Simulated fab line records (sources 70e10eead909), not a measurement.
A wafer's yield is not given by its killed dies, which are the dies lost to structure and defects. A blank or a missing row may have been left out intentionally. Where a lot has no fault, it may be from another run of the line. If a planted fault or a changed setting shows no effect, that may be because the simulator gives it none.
fab line records	flow nandHarc
record lots=12	wafers=36	lastDay=23
route steps=1159 shown A_M0@1014 THIN_TSV@1120 END@1159
lots untouched by any fault: they come from a run of this same line in which no faults occurred
startH: hours from the record's first day to the start of the lot's first wafer shown	waitH: hours from the lot's prior step to this one	" the same as in the row above	L1.1+2: several wafers, shown together as one row	- no value, or no start was given	* or withheld: withheld	< > ~ a bound
route shown NAME@n: names a module that has steps shown in the file, with the first one's number in the route	usual: mean and standard deviation over wafers with no fault	same: alike in all rows	chamber/n: place in a boat	sites: per-site readings	_std_site: how widely they spread, as a standard deviation	_edge_site: mean of outer sites minus mean of inner sites	radiusMm: how far each site lies from the wafer's centre	mask NAME#n: copy n	behind: tool/chamber where the wafer was last shaped	hold: what put the lot on hold/how long, in hours/how the hold closed	device: transistor that didn't switch, given as n, p or np	end of line: the route-end tests of the same wafers	a step given without rows: its recipe and nothing more	killed: dies that structure and defects cost at the first sort, which is not the same as the wafer's yield	map: dies across one wafer; x = killed, . = not, _ = none there
set.NAME: the setting as run; set.NAME@STEP: as run at that earlier step	model.NAME: the simulator's own value behind a step, which no gauge read
route steps across a sampled set of lots; one table per step, one row per wafer
services: when a tool's chamber went out of use (startH, in hours from the record's first day, below 0 if earlier), for how many hours, and the reason
## steps
# step NHARC_A_M0_PRE_CLEAN_29
# recipe timeS=30	tempC=280	gas=H2/He
# usual heaterPowerW=414/30	susceptorTempC=279.98/0.19
lot.wafer	tool	chamber	startH	waitH	heaterPowerW	susceptorTempC
L807.4	pvdSputter-03	-	402.13	-	370	280.10
L807.2	"	-	"	"	390	279.95
L807.3	"	-	"	"	420	280.26
L809.1	pvdSputter-03	-	408.62	-	420	280.02
L809.4	"	-	"	"	426	279.82
L809.5	"	-	"	"	429	280.01
L808.1	pvdSputter-03	-	409.49	-	423	-
L808.2	"	-	"	"	392	-
L808.6	"	-	"	"	377	-
L814.2	pvdSputter-03	-	444.66	-	413	280.09
L814.6	"	-	"	"	361	279.85
L814.5	"	-	"	"	427	279.43
L813.4	pvdSputter-02	-	444.79	-	422	279.93
L813.2	"	-	"	"	422	279.88
L813.5	"	-	"	"	365	280.09
L816.1	pvdSputter-02	-	452.89	-	416	279.67
L816.4	"	-	"	"	411	279.95
L816.2	"	-	"	"	359	279.99
L817.2	pvdSputter-02	-	468.90	-	363	280.01
L817.1	"	-	"	"	446	279.85
L817.3	"	-	"	"	424	279.93
L819.1	pvdSputter-01	-	469.19	-	411	279.86
L819.4	"	-	"	"	462	280.29
L819.6	"	-	"	"	459	279.78
L818.3	pvdSputter-01	-	472.09	-	466	279.98
L818.1	"	-	"	"	410	279.98
L818.6	"	-	"	"	427	279.84
L820.1	pvdSputter-03	-	473.19	-	405	280.02
L820.2	"	-	"	"	375	279.93
L820.4	"	-	"	"	439	280.05
L824.3	pvdSputter-03	-	498.86	-	380	279.84
L824.5	"	-	"	"	413	279.97
L824.6	"	-	"	"	388	280.13
L828.3	pvdSputter-03	-	517.17	-	375	280.02
L828.4	"	-	"	"	451	279.99
L828.6	"	-	"	"	413	280.08
# step NHARC_THIN_TSV_ETCH_15
# recipe targetDepthA=30000	boschTargetOveretchCycles=2	boschEtchStepS=2.8	boschDepStepS=1.2	boschCycles=14
# usual drypumpMotorCurrentA=5.6/0.58
lot.wafer	tool	chamber	startH	waitH	drypumpMotorCurrentA	rfHoursCounterH
L807.2	rieSi-02	0	433.34	-	6.5	0.4
L807.3	"	2	"	"	5.4	0.2
L807.4	"	3	"	"	5.9	0.3
L808.1	rieSi-03	3	434.55	-	5.2	0.8
L808.2	"	1	"	"	5.2	1.1
L808.6	"	0	"	"	6.5	-
L809.1	rieSi-04	0	436.99	-	6.1	1.4
L809.4	"	1	"	"	4.9	1.3
L809.5	"	2	"	"	5.3	-
L814.2	rieSi-04	1	469.52	-	4.9	0.0
L814.6	"	0	"	"	6.0	-
L814.5	"	1	"	"	5.0	-
L813.2	rieSi-04	0	471.90	-	6.1	0.1
L813.4	"	1	"	"	4.9	0.1
L813.5	"	1	"	"	4.9	-
L816.1	rieSi-02	1	477.48	-	5.4	0.8
L816.2	"	2	"	"	5.4	0.7
L816.4	"	3	"	"	5.8	0.7
L819.4	rieSi-04	1	493.64	-	4.9	0.3
L819.1	"	0	"	"	6.1	0.3
L819.6	"	1	"	"	4.9	-
L817.1	rieSi-04	2	495.12	-	5.3	0.3
L817.3	"	3	"	"	6.6	0.3
L817.2	"	1	"	"	4.9	0.3
L818.3	rieSi-03	1	496.20	-	5.2	1.6
L818.1	"	3	"	"	5.2	1.4
L818.6	"	0	"	"	6.5	-
L820.4	rieSi-03	0	498.72	-	6.5	1.6
L820.1	"	2	"	"	5.2	1.5
L820.2	"	3	"	"	5.2	1.5
L824.3	rieSi-04	3	527.07	-	6.6	0.5
L824.6	"	3	"	"	6.6	-
L824.5	"	1	"	"	4.9	-
L828.4	rieSi-02	0	540.94	-	6.5	1.3
L828.3	"	1	"	"	5.4	1.4
L828.6	"	3	"	"	5.8	-
# step NHARC_THIN_TSV_CD_MEAS_16
# usual cdNm=999.9/2.6
lot.wafer	tool	chamber	startH	waitH	cdNm
L807.2	cdSem-03	-	433.49	0.1	995.2
L807.3	"	-	"	"	996.5
L807.4	"	-	"	"	997.1
L808.1	cdSem-03	-	434.69	0.1	1000.9
L808.2	"	-	"	"	1002.5
L808.6	"	-	"	"	999.1
L809.1	cdSem-02	-	437.10	0.1	1003.7
L809.4	"	-	"	"	995.4
L809.5	"	-	"	"	998.3
L814.2	cdSem-03	-	469.65	0.1	997.3
L814.5	"	-	"	"	997.2
L814.6	"	-	"	"	1004.3
L813.2	cdSem-03	-	472.05	0.1	998.4
L813.4	"	-	"	"	999.6
L813.5	"	-	"	"	997.2
L816.1	cdSem-03	-	477.62	0.1	994.6
L816.2	"	-	"	"	996.1
L816.4	"	-	"	"	995.8
L819.1	cdSem-03	-	493.78	0.1	998.5
L819.4	"	-	"	"	997.3
L819.6	"	-	"	"	998.0
L817.1	cdSem-01	-	495.27	0.1	999.0
L817.2	"	-	"	"	1000.3
L817.3	"	-	"	"	998.5
L818.1	cdSem-02	-	496.33	0.1	1000.9
L818.3	"	-	"	"	999.2
L818.6	"	-	"	"	1002.8
L820.1	cdSem-03	-	498.86	0.1	1002.8
L820.2	"	-	"	"	1002.6
L820.4	"	-	"	"	1001.4
L824.3	cdSem-03	-	527.23	0.1	1000.6
L824.5	"	-	"	"	999.9
L824.6	"	-	"	"	1000.6
L828.3	cdSem-02	-	541.08	0.1	1004.1
L828.4	"	-	"	"	999.9
L828.6	"	-	"	"	998.9
# step NHARC_THIN_TSV_ETCHBACK_48
# recipe targetDepthA=10285	overEtchFrac=0.3	timeS=405.17	ionEnergyEv=250	c4f8FlowSccm=withheld	arFlowSccm=withheld	rfW=600	biasW=300	chemistry=C4F8/Ar
# usual oesProductAu=0.95/0.037	rfVppV=546.3/2.7
lot.wafer	tool	chamber	startH	waitH	oesProductAu	rfHoursCounterH	rfVppV
L807.3	rieDiel-12	0	434.90	0.3	0.95	2	552.2
L807.4	"	2	"	"	0.94	2	544.4
L807.2	"	3	"	"	0.91	2	545.0
L808.2	rieDiel-04	3	436.02	-	0.91	9	548.2
L808.1	"	0	"	"	0.94	8	547.1
L808.6	"	2	"	"	0.91	-	544.5
L809.1	rieDiel-04	3	438.54	-	0.91	10	547.4
L809.4	"	0	"	"	0.94	8	547.6
L809.5	"	1	"	"	0.91	-	546.1
L814.2	rieDiel-07	3	471.02	-	0.92	7	550.8
L814.6	"	0	"	"	0.92	-	543.6
L814.5	"	1	"	"	0.91	-	542.1
L813.4	rieDiel-12	2	473.70	-	0.92	5	546.2
L813.2	"	0	"	"	0.95	6	550.9
L813.5	"	2	"	"	0.93	-	544.8
L816.4	rieDiel-04	2	479.35	-	0.99	0	545.2
L816.1	"	3	"	"	0.98	1	548.2
L816.2	"	0	"	"	1.01	1	545.6
L819.1	rieDiel-12	3	495.10	-	0.91	6	543.9
L819.4	"	1	"	"	0.95	7	547.2
L819.6	"	3	"	"	0.91	-	543.0
L817.3	rieDiel-12	0	496.55	-	0.95	7	550.3
L817.2	"	1	"	"	0.94	7	547.1
L817.1	"	2	"	"	0.93	6	545.6
L818.3	rieDiel-04	2	497.61	-	0.99	1	545.4
L818.1	"	0	"	"	0.97	2	545.3
L818.6	"	2	"	"	0.98	-	543.1
L820.1	rieDiel-04	2	500.16	-	0.91	1	543.8
L820.4	"	0	"	"	0.92	2	545.3
L820.2	"	1	"	"	0.90	2	547.5
L824.3	rieDiel-07	0	528.79	-	1.02	14	542.5
L824.6	"	0	"	"	0.99	-	543.2
L824.5	"	1	"	"	0.97	-	540.0
L828.3	rieDiel-04	3	542.85	-	0.91	6	549.2
L828.4	"	0	"	"	0.92	5	547.4
L828.6	"	3	"	"	0.91	-	550.0
# step NHARC_END_SORT_01
# recipe tempC=25
# usual defectLimitedYield=95.4/1.5	killedAtArray=27/9.9	killedAtOther=0.5/0.76	killedAtPeriphery=3.4/2.2	killedDies=31/10	killedOpen=3.3/2	killedShort=2.0/1.5	sort_bin_2_pct=1.5/0.64	sort_bin_3_pct=0.21/0.2	sort_bin_4_pct=2.9/0.97	sortNPass=646/10	sortRimYieldPct=96.9/2	sortYieldPct=95.4/1.5
# same grossDies=677	sort_bin_5_pct[%]=0	sort_bin_6_pct[%]=0	sort_bin_7_pct[%]=0	sort_bin_8_pct[%]=0	sortRimNGross=106.00
lot.wafer	tool	chamber	startH	waitH	defectLimitedYield[%]	killedAtArray	killedAtOther	killedAtPeriphery	killedDies	killedOpen	killedShort	sort_bin_2_pct[%]	sort_bin_3_pct[%]	sort_bin_4_pct[%]	sortNPass	sortRimYieldPct[%]	sortYieldPct[%]
L814.2	prober-01	0	484.71	2.8	97.8	11	2	2	15	5	0	0.9	0.15	1.2	662	100.0	97.8
L814.5	prober-01	0	487.16	3.8	97.0	12	0	8	20	4	4	0.7	0.30	1.9	657	97.2	97.0
L814.6	prober-01	0	487.98	4.1	97.2	12	1	6	19	3	1	1.0	0.15	1.6	658	97.2	97.2
L813.2	prober-02	0	484.72	2.8	92.9	44	2	2	48	6	2	1.8	0.59	4.7	629	94.3	92.9
L813.4	prober-02	0	486.33	3.4	91.9	49	2	4	55	4	3	2.1	0.74	5.3	622	91.5	91.9
L813.5	prober-02	0	487.13	3.7	92.5	42	1	8	51	7	1	3.0	0.44	4.1	626	94.3	92.5
L817.2	prober-02	0	510.45	2.7	95.3	29	0	3	32	2	2	2.2	0.15	2.4	645	97.2	95.3
L818.6	prober-01	0	521.52	4.0	97.8	13	0	2	15	3	3	0.6	0.15	1.5	662	94.3	97.8
L824.3	prober-02	0	543.03	3.1	96.9	17	2	2	21	5	1	0.6	0.15	2.4	656	99.1	96.9
L824.5	prober-02	0	544.61	3.7	98.1	10	1	2	13	5	1	0.6	0	1.3	664	98.1	98.1
L824.6	prober-02	0	545.40	3.9	97.8	14	0	1	15	1	2	0.1	0.15	1.9	662	98.1	97.8
L828.3	prober-02	0	559.67	3.1	95.1	30	0	3	33	3	2	1.6	0.15	3.1	644	100.0	95.1
L828.4	prober-02	0	560.48	3.4	89.2	70	0	3	73	6	3	4.0	1.33	5.5	604	85.8	89.2
L828.6	prober-02	0	562.10	4.1	94.2	37	0	2	39	1	0	1.3	0.59	3.8	638	97.2	94.2
# killed by level:class
L814.2 A_CHANNEL_HOLE_D1:chamberFilmFlake=5 A_STAIRCASE:chamberFilmFlake=2 THIN_TSV:chamberFilmFlake=2 P_CONTACT:geometricParticle:open=1 P_M0:geometricParticle:open=1 A_SOURCE_PLATE:geometricParticle:open=1 A_ONON_D1:geometricParticle:open=1 A_CONTACT:geometricParticle:open=1
L813.2 A_CHANNEL_HOLE_D1:chamberFilmFlake=17 A_SLIT:chamberFilmFlake=12 A_STAIRCASE:chamberFilmFlake=6 A_CHANNEL_FILL_D1:geometricParticle:open=2 A_M0:geometricParticle:open=2 THIN_TSV:chamberFilmFlake=2 P_M0:geometricParticle:open=1 A_CHANNEL_FILL_D1:geometricParticle:short=1
L813.4 A_CHANNEL_HOLE_D1:chamberFilmFlake=16 A_SLIT:chamberFilmFlake=16 A_STAIRCASE:chamberFilmFlake=5 A_CONTACT:chamberFilmFlake=4 A_CHANNEL_FILL_D1:geometricParticle:short=2 P_STI:chamberFilmFlake=2 THIN_TSV:chamberFilmFlake=2 P_CONTACT:geometricParticle:open=1
L813.5 A_CHANNEL_HOLE_D1:chamberFilmFlake=11 A_STAIRCASE:chamberFilmFlake=11 A_SLIT:chamberFilmFlake=8 P_GATE:chamberFilmFlake=4 A_CONTACT:chamberFilmFlake=4 A_WL_FILL:geometricParticle:open=2 A_CONTACT:geometricParticle:open=2 P_STI:chamberFilmFlake=2
L814.5 P_M1:chamberFilmFlake=6 A_CHANNEL_HOLE_D1:chamberFilmFlake=3 P_CONTACT:geometricParticle:open=1 A_SOURCE_PLATE:geometricParticle:short=1 A_ONON_D1:geometricParticle:open=1 A_SGD_CUT:geometricParticle:open=1 A_SGD_CUT:geometricParticle:short=1 A_CONTACT:geometricParticle:short=1
L814.6 A_CHANNEL_HOLE_D1:chamberFilmFlake=4 P_M1:chamberFilmFlake=3 A_STAIRCASE:chamberFilmFlake=2 P_CONTACT:geometricParticle:open=1 A_CHANNEL_HOLE_D1:geometricParticle:open=1 A_CHANNEL_FILL_D1:geometricParticle:short=1 A_CONTACT:geometricParticle:open=1 P_ZERO_WELL:chamberFilmFlake=1
L817.2 A_CHANNEL_HOLE_D1:chamberFilmFlake=17 A_STAIRCASE:chamberFilmFlake=6 P_M0:chamberFilmFlake=2 A_SLIT:chamberFilmFlake=2 P_M1:geometricParticle:open=1 A_WL_FILL:geometricParticle:short=1 A_WL_FILL:geometricParticle:open=1 A_CONTACT:geometricParticle:short=1
L818.6 P_M0:chamberFilmFlake=2 A_ZERO_WELL:chamberFilmFlake=2 A_STAIRCASE:chamberFilmFlake=2 A_SLIT:chamberFilmFlake=2 A_ONON_D1:geometricParticle:short=1 A_CHANNEL_FILL_D1:geometricParticle:short=1 A_SGD_CUT:geometricParticle:open=1 A_WL_FILL:geometricParticle:open=1
L824.3 A_CHANNEL_HOLE_D1:chamberFilmFlake=8 A_CONTACT:chamberFilmFlake=3 P_M0:geometricParticle:open=2 A_STAIRCASE:chamberFilmFlake=2 A_SGD_CUT:geometricParticle:short=1 A_WL_FILL:geometricParticle:open=1 A_CONTACT:geometricParticle:open=1 STARTING-WAFER:geometricParticle:open=1
L824.5 A_CHANNEL_FILL_D1:geometricParticle:open=2 A_ZERO_WELL:chamberFilmFlake=2 A_CHANNEL_HOLE_D1:chamberFilmFlake=2 P_GATE:geometricParticle:open=1 P_M0:geometricParticle:open=1 A_CONTACT:geometricParticle:open=1 STARTING-WAFER:geometricParticle:short=1 A_STAIRCASE:chamberFilmFlake=1
L824.6 A_CHANNEL_HOLE_D1:chamberFilmFlake=9 A_CONTACT:chamberFilmFlake=2 P_GATE:geometricParticle:short=1 A_BLC:geometricParticle:short=1 A_M1:geometricParticle:open=1 A_SGD_CUT:chamberFilmFlake=1
L828.3 A_SLIT:chamberFilmFlake=22 A_CHANNEL_HOLE_D1:chamberFilmFlake=2 A_M1:chamberFilmFlake=2 P_STI:geometricParticle:open=1 P_CONTACT:geometricParticle:open=1 A_ONON_D1:geometricParticle:open=1 A_CHANNEL_FILL_D1:geometricParticle:short=1 A_M0:geometricParticle:short=1
L828.4 A_M0:unspecified=29 A_SLIT:chamberFilmFlake=16 A_CHANNEL_HOLE_D1:chamberFilmFlake=8 A_CONTACT:chamberFilmFlake=7 A_CHANNEL_FILL_D1:geometricParticle:open=3 A_M0:geometricParticle:short=2 P_M2:chamberFilmFlake=2 P_CONTACT:geometricParticle:open=1
L828.6 A_SLIT:chamberFilmFlake=18 A_CHANNEL_HOLE_D1:chamberFilmFlake=8 A_CONTACT:chamberFilmFlake=7 P_M2:chamberFilmFlake=2 A_WL_FILL:geometricParticle:open=1 A_ZERO_WELL:chamberFilmFlake=1 A_STAIRCASE:chamberFilmFlake=1 A_WL_FILL:chamberFilmFlake=1
## services
tool	chamber	startH	hours	kind
rieDiel-12	-	379.40	9.0	pm
rieSi-02	-	388.00	9.0	pm
pvdSputter-03	-	390.14	4.9	repair
pvdSputter-02	-	392.07	10.0	pm
rieDiel-04	0	395.93	-	clean
rieDiel-04	1	395.93	-	clean
rieDiel-04	2	395.93	-	clean
rieDiel-04	3	395.93	-	clean
rieSi-04	1	398.60	2.6	repair
pvdSputter-01	-	401.66	1.2	repair
rieDiel-07	-	405.20	9.0	pm
rieDiel-04	0	420.43	-	clean
rieSi-04	-	453.00	9.0	pm
pvdSputter-03	-	458.00	10.0	pm
rieDiel-04	2	463.18	8.2	repair
rieDiel-04	-	465.90	9.0	pm
rieSi-02	3	478.03	7.2	repair
rieDiel-12	2	485.23	5.3	repair
rieDiel-04	2	489.09	6.6	repair
rieSi-03	-	509.00	9.0	pm
pvdSputter-01	-	514.20	10.0	pm
rieDiel-07	3	521.70	19.2	repair
rieSi-04	0	525.41	12.3	repair
rieSi-02	1	533.78	3.0	repair
## key
firstSign step=NHARC_END_SORT_01	reading=killedAtArray	direction=up	sigmas=4.3	usual=27	struck=70
effect step=NHARC_END_SORT_01	reading=killedDies	direction=up	sigmas=4.2	usual=31	struck=73
moreKillsBornAt NHARC_A_M0_PRE_CLEAN_29@pvdSputter-03=29
metAt NHARC_A_M0_PRE_CLEAN_29
struckLots L828
struckWafers L828.4
notActingAt NHARC_THIN_TSV_ETCH_15,NHARC_THIN_TSV_CD_MEAS_16,NHARC_THIN_TSV_ETCHBACK_48
onsetBetween 473.19 517.17
fault kind=chamberParticleSource	tool=pvdSputter-03	chamber=-	onsetH=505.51	steps=NHARC_A_M0_PRE_CLEAN_29	ratePerVisitCm2=0.38355	endH=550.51	scope=struckWafersOnly
